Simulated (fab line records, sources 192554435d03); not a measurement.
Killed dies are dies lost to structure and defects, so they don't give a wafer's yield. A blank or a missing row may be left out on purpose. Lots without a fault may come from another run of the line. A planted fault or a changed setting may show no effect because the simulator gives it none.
Chamber matching | flow n5_finfet | N5_MOL_CONTACT_COAG_ETCHBACK_135 on rie_diel-05: 4 sister chambers
The step etches SiO2 in CHF3, target depth 25 nm, time 16.7 s. 8 wafers are shown with their chamber, then 10 later ones without.

WAFERS WITH THEIR CHAMBER
wafer  | chamber | rf_vpp_V (V) | throttle_valve_pct (%)
L082.3 | 1       | 527          | 18.60
L090.4 | 0       | 511          | 18.56
L090.5 | 3       | 520          | 18.23
L092.1 | 0       | 511          | 18.56
L092.2 | 2       | 535          | 18.79
L092.3 | 3       | 520          | 18.27
L092.4 | 1       | 527          | 18.61
L092.5 | 2       | 533          | 18.78

WAFERS WITHOUT THEIR CHAMBER
wafer  | rf_vpp_V (V) | throttle_valve_pct (%)
L092.6 | 529          | 18.61
L094.1 | 535          | 18.79
L094.5 | 520          | 18.28
L094.6 | 511          | 18.54
L095.1 | 535          | 18.81
L095.2 | 520          | 18.29
L095.3 | 512          | 18.55
L095.4 | 527          | 18.62
L095.5 | 535          | 18.79
L095.6 | 520          | 18.27

WHICH CHAMBER EACH WENT THROUGH
wafer  | from the rows above | in truth
L092.6 | 1                   | 1
L094.1 | 2                   | 2
L094.5 | 3                   | 3
L094.6 | 0                   | 0
L095.1 | 2                   | 2
L095.2 | 3                   | 3
L095.3 | 0                   | 0
L095.4 | 1                   | 1
L095.5 | 2                   | 2
L095.6 | 3                   | 3
Placed correctly: 10 of 10. Can't be placed from these rows: 0. Placed wrongly: 0.
How it was worked out, from the rows above alone: a wafer's distance from a chamber is the root of the sum, over the readings, of the square of ((its reading less the chamber's mean) divided by the reading's scatter). The wafer belongs to the nearest chamber; if the next one is less than 2 further off, it can't be placed. A chamber's mean is the mean of its shown wafers. The scatter: the root of (the sum of the squares of (reading less its chamber's mean) over the shown wafers, divided by (wafers less chambers)).
